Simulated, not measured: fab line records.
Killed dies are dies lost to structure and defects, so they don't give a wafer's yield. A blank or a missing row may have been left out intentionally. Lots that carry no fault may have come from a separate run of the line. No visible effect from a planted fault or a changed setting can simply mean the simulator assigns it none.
fab line records	flow nand_harc	part 2 of 2: steps 24 to 34 of 34
record lots=5	wafers=15	last_day=26
route steps=1159 shown P_ZERO_WELL@66 P_STI@69
lots with no fault: from the same line, run without faults
start_h: hours from the record's opening day to when the first of the lot's shown wafers began	wait_h: hours elapsed since this lot's preceding step	" identical to the entry in the row above	L1.1+2: several wafers, shown together as one row	- no value, or no start was given	* or withheld: withheld	< > ~ a bound
route shown NAME@n: NAME is a module with steps in the file, n the number in the route of the first one	usual: mean and standard deviation over wafers with no fault	same: alike in all rows	chamber/n: place in a boat	sites: the reading at each site	_std_site: standard deviation of those values	_edge_site: inner sites' mean taken away from outer sites' mean	radius_mm: for every site, how far away it sits from the centre of the wafer	mask NAME#n: copy n	behind: the last tool/chamber to shape the wafer	hold: why the lot was held/for how many hours/how that ended	device: whichever transistor did not switch (one of n, p or np)	end of line: the route-end tests of the same wafers	a step given without rows: its recipe and nothing more	killed: dies that structure and defects cost at the first sort, which is not the same as the wafer's yield	map: a wafer's dies, x killed, . not, _ none there
set.NAME: the run value of the setting; set.NAME@STEP: its run value at that earlier step	model.NAME: the simulator's own value behind a step, which no gauge read
certain route steps with their lots: each step a table, each wafer a row
services: the hour from which a tool's chamber was out of use, counted from the record's first day as start_h (under 0 if before that day), plus the number of hours and why
## steps
# step NHARC_P_STI_ETCH_31
# recipe target_depth_a=1089	time_s=54.5	cf4_flow_sccm=100	chf3_flow_sccm=30	ar_flow_sccm=0	rf_w=500	bias_w=200	chemistry=CF4/CHF3
# usual drypump_motor_current_A=5.8/0.38	oes_product_au=0.958/0.02	rf_vpp_V=371.6/2.4	showerhead_plenum_p_Torr=1.60/0.063	throttle_valve_pct=16.803/0.0088
lot.wafer	tool	chamber	start_h	wait_h	drypump_motor_current_A	oes_product_au	rf_hours_counter_h	rf_vpp_V	showerhead_plenum_p_Torr	throttle_valve_pct
L076.4	rie_diel-03	1	-	-	5.7	0.977	0.0	374.0	1.66	16.798
L076.2	"	2	"	"	5.8	0.961	0.0	365.6	1.49	16.798
L076.5	"	0	"	"	6.3	0.988	-	370.9	1.57	16.830
L081.2	rie_diel-03	3	-	-	5.6	0.972	1.0	371.5	1.59	16.787
L081.3	"	1	"	"	5.8	0.985	1.3	374.1	1.66	16.809
L081.1	"	2	"	"	5.7	0.953	1.1	368.9	1.49	16.804
L084.4	rie_diel-03	2	-	-	5.8	0.978	1.5	367.4	1.49	16.798
L084.2	"	0	"	"	6.3	0.956	1.7	370.7	1.57	16.805
L084.5	"	3	"	"	5.6	0.953	-	372.5	1.59	16.797
L092.4	rie_diel-09	0	-	-	5.3	0.945	5.2	372.2	1.64	16.811
L092.1	"	2	"	"	6.2	0.939	5.0	373.9	1.66	16.814
L092.6	"	0	"	"	5.3	0.940	-	373.0	1.64	16.803
L094.2	rie_diel-03	2	-	-	5.8	0.956	3.9	367.5	1.49	16.809
L094.3	"	0	"	"	6.3	0.940	4.1	370.7	1.57	16.812
L094.5	"	2	"	"	5.8	0.946	-	367.7	1.48	16.793
# step NHARC_P_STI_ETCH_15
# recipe target_depth_a=3000	taper_deg=4	time_s=100.1	hbr_flow_sccm=150	cl2_flow_sccm=50	rf_w=400	icp_w=400	bias_w=100	chemistry=HBr/Cl2
# usual drypump_motor_current_A=5.5/0.44	oes_product_au=0.998/0.01	throttle_valve_pct=26.404/0.0095
lot.wafer	tool	chamber	start_h	wait_h	drypump_motor_current_A	oes_product_au	rf_hours_counter_h	throttle_valve_pct
L076.2	rie_si-03	2	47.94	-	5.9	0.987	0.4	26.402
L076.4	"	0	"	"	6.0	1.015	0.4	26.406
L076.5	"	2	"	"	5.9	0.978	-	26.418
L081.3	rie_si-05	1	79.28	-	4.9	0.983	0.1	26.413
L081.2	"	2	"	"	5.7	0.996	0.1	26.402
L081.1	"	3	"	"	5.3	0.993	0.1	26.418
L084.4	rie_si-02	1	95.55	-	6.1	0.994	0.4	26.405
L084.2	"	2	"	"	5.0	1.009	0.4	26.388
L084.5	"	3	"	"	5.5	1.008	-	26.390
L092.1	rie_si-02	0	152.85	-	5.9	1.003	0.8	26.391
L092.4	"	1	"	"	6.1	0.993	0.8	26.398
L092.6	"	0	"	"	5.9	1.009	-	26.392
L094.2	rie_si-05	1	152.92	-	4.9	0.982	0.7	26.384
L094.3	"	0	"	"	5.1	1.006	0.7	26.423
L094.5	"	2	"	"	5.7	0.987	-	26.405
# step NHARC_P_STI_CD_MEAS_16
# usual cd_nm=199/3.4
lot.wafer	tool	chamber	start_h	wait_h	cd_nm
L076.2	cd_sem-03	-	48.11	-	195
L076.4	"	-	"	"	201
L076.5	"	-	"	"	199
L081.1	cd_sem-02	-	79.44	-	204
L081.2	"	-	"	"	203
L081.3	"	-	"	"	203
L084.2	cd_sem-02	-	95.68	-	193
L084.4	"	-	"	"	201
L084.5	"	-	"	"	202
L092.1	cd_sem-01	-	153.00	-	199
L092.4	"	-	"	"	197
L092.6	"	-	"	"	201
L094.2	cd_sem-02	-	153.08	-	200
L094.3	"	-	"	"	201
L094.5	"	-	"	"	200
# step NHARC_P_STI_OCD_MEAS_17
# usual trench_depth_nm=300/4.6	trench_foot_cd_nm=157.3/3
lot.wafer	tool	chamber	start_h	wait_h	trench_depth_nm	trench_foot_cd_nm
L076.2	ocd-02	-	48.19	0.1	294	156.4
L076.4	"	-	"	"	305	157.8
L076.5	"	-	"	"	293	158.3
L081.1	ocd-02	-	79.53	0.1	297	160.2
L081.2	"	-	"	"	297	159.2
L081.3	"	-	"	"	294	162.2
L084.2	ocd-01	-	95.78	0.1	305	150.8
L084.4	"	-	"	"	300	159.4
L084.5	"	-	"	"	301	158.8
L092.1	ocd-01	-	153.08	0.1	301	156.8
L092.4	"	-	"	"	298	156.8
L092.6	"	-	"	"	301	159.9
L094.2	ocd-02	-	153.17	0.1	293	159.1
L094.3	"	-	"	"	304	159.0
L094.5	"	-	"	"	296	159.6
# step NHARC_P_STI_STRIP_19
# recipe time_s=900	temp_c=130	chemistry=SPM
lot.wafer	tool	chamber	start_h	wait_h
L076.4+2+5	wet_bench-05	4,6,7	48.25	0.0
L081.1+3+2	wet_bench-05	7,0,4	79.58	0.1
L084.4+5+2	wet_bench-07	2,4,7	95.83	0.0
L092.4+6+1	wet_bench-04	7,0,3	153.15	0.1
L094.3+2+5	wet_bench-07	3,4,6	153.23	0.1
# step NHARC_P_STI_PRECLEAN_32
# recipe time_s=*	temp_c=50	bath_age_min=0	chemistry=SC1
# same bath_age_min=0
lot.wafer	tool	chamber	start_h	wait_h
L076.4+2+5	wet_bench-05	4,6,7	-	-
L081.1+3+2	wet_bench-05	7,0,4	-	-
L084.4+5+2	wet_bench-07	2,4,7	-	-
L092.4+6+1	wet_bench-04	7,0,3	-	-
L094.3+2+5	wet_bench-07	3,4,6	-	-
# step NHARC_P_STI_SRD_23
lot.wafer	tool	chamber	start_h	wait_h
L076.4+2+5	wet_bench-05	4,6,7	-	-
L081.1+3+2	wet_bench-05	7,0,4	-	-
L084.4+5+2	wet_bench-07	2,4,7	-	-
L092.4+6+1	wet_bench-04	7,0,3	-	-
L094.3+2+5	wet_bench-07	3,4,6	-	-
# step NHARC_P_STI_OCD_MEAS_43
# usual trench_depth_nm=300/4.5	trench_foot_cd_nm=157.3/2.9
lot.wafer	tool	chamber	start_h	wait_h	trench_depth_nm	trench_foot_cd_nm
L076.2	ocd-02	-	48.70	-	294	155.5
L076.4	"	-	"	"	306	157.4
L076.5	"	-	"	"	293	158.3
L081.1	ocd-02	-	80.04	-	297	160.7
L081.2	"	-	"	"	298	159.9
L081.3	"	-	"	"	294	162.1
L084.2	ocd-02	-	96.29	-	305	151.3
L084.4	"	-	"	"	300	159.1
L084.5	"	-	"	"	301	158.8
L092.1	ocd-02	-	153.60	-	302	157.2
L092.4	"	-	"	"	299	157.1
L092.6	"	-	"	"	301	160.2
L094.2	ocd-01	-	153.68	-	292	159.3
L094.3	"	-	"	"	304	158.7
L094.5	"	-	"	"	296	159.9
# step NHARC_P_STI_OXIDE_33
# recipe target_thk_a=100	temp_c=1000	ox_time_s=281	material=SiO2
# usual ox_temp_c=999.9/0.46	spike_tc_bottom_C=1018/4.4	spike_tc_top_C=1007.3/1.5	zone_power_centre_pct=24.7/2.4
lot.wafer	tool	chamber	start_h	wait_h	ox_temp_c	spike_tc_bottom_C	spike_tc_top_C	zone_power_centre_pct
L076.2	furnace-04	0	52.34	3.6	1000.3	1023	1006.6	26.6
L076.4	"	0	"	"	999.7	1023	1005.8	26.9
L076.5	"	0	"	"	1000.1	1023	1005.8	26.7
L081.1	furnace-04	0	85.18	5.1	999.1	1024	1005.4	26.9
L081.2	"	0	"	"	999.3	1023	1007.1	27.2
L081.3	"	0	"	"	999.6	1023	1006.1	26.4
L084.2	furnace-01	0	101.17	4.9	1000.6	1014	1009.9	21.5
L084.4	"	0	"	"	1000.7	1014	1008.8	21.7
L084.5	"	0	"	"	1000.6	1014	1007.8	21.1
L092.1	furnace-01	0	157.20	3.6	999.6	1013	1008.2	21.9
L092.4	"	0	"	"	1000.4	1013	1008.5	21.4
L092.6	"	0	"	"	1000.0	1014	1008.1	21.3
L094.2	furnace-01	0	157.20	3.5	1000.2	1015	1008.8	21.2
L094.3	"	0	"	"	1000.9	1015	1008.5	21.1
L094.5	"	0	"	"	999.6	1014	1009.8	21.6
# step NHARC_P_STI_HDPCVD_20
# recipe target_thk_a=withheld	sigma_open_frac=withheld	material=SiO2
lot.wafer	tool	chamber	start_h	wait_h
L076.2+4+5	hdpcvd-01	1,0,0	57.10	0.5
L081.1+2+3	hdpcvd-01	1,0,1	89.85	0.4
L084.2+4+5	hdpcvd-01	1,0,1	105.87	0.4
L092.1+4+6	hdpcvd-01	1,0,0	162.50	1.0
L094.2+3+5	hdpcvd-01	0,1,0	162.99	1.4
# step NHARC_P_STI_ANNEAL_34
# recipe temp_c=1000	time_s=1800
# usual spike_tc_bottom_C=1016/4	spike_tc_top_C=1007.7/1.6	zone_power_centre_pct=23.9/2.5
lot.wafer	tool	chamber	start_h	wait_h	spike_tc_bottom_C	spike_tc_top_C	zone_power_centre_pct
L076.2	furnace-08	0	61.30	4.1	1016	1006.6	25.3
L076.4	"	0	"	"	1016	1006.4	25.3
L076.5	"	0	"	"	1015	1007.2	25.7
L081.1	furnace-08	0	95.54	5.6	1014	1005.3	25.2
L081.2	"	0	"	"	1015	1006.0	25.5
L081.3	"	0	"	"	1015	1006.2	25.2
L084.2	furnace-04	0	110.62	4.7	1024	1008.1	27.0
L084.4	"	0	"	"	1023	1005.0	26.4
L084.5	"	0	"	"	1024	1006.2	27.3
L092.1	furnace-04	0	166.12	3.5	1022	1008.2	27.2
L092.4	"	0	"	"	1023	1005.8	26.5
L092.6	"	0	"	"	1022	1007.0	27.2
L094.2	furnace-04	0	166.12	3.0	1022	1007.3	26.8
L094.3	"	0	"	"	1022	1006.9	26.7
L094.5	"	0	"	"	1023	1005.3	26.9
## services
tool	chamber	start_h	hours	kind
litho_track-07	-	14.00	7.0	pm
furnace-08	-	19.64	26.0	pm
wet_bench-05	-	20.80	8.0	pm
rie_si-02	-	25.15	0.2	repair
rie_si-02	-	34.00	9.0	pm
rie_diel-09	-	35.74	0.2	repair
litho_track-03	-	38.00	7.0	pm
rie_diel-03	-	38.32	9.0	pm
hdpcvd-01	-	40.41	0.5	repair
rie_diel-09	-	49.84	0.6	repair
krf_scanner-01	-	60.38	0.6	repair
rie_diel-03	3	60.57	4.8	repair
litho_track-05	-	62.00	7.0	pm
rie_si-05	-	62.00	9.0	pm
rie_diel-09	-	77.10	9.0	pm
krf_scanner-01	-	84.00	4.0	pm
wet_bench-04	-	91.35	2.6	repair
wet_bench-07	-	96.00	8.0	pm
rie_si-02	0	97.39	3.5	repair
hdpcvd-01	-	111.49	13.0	pm
wet_bench-09	-	112.80	8.0	pm
krf_scanner-01	-	122.99	0.6	repair
rtp_anneal-02	-	142.14	0.7	repair
wet_bench-04	-	163.20	8.0	pm
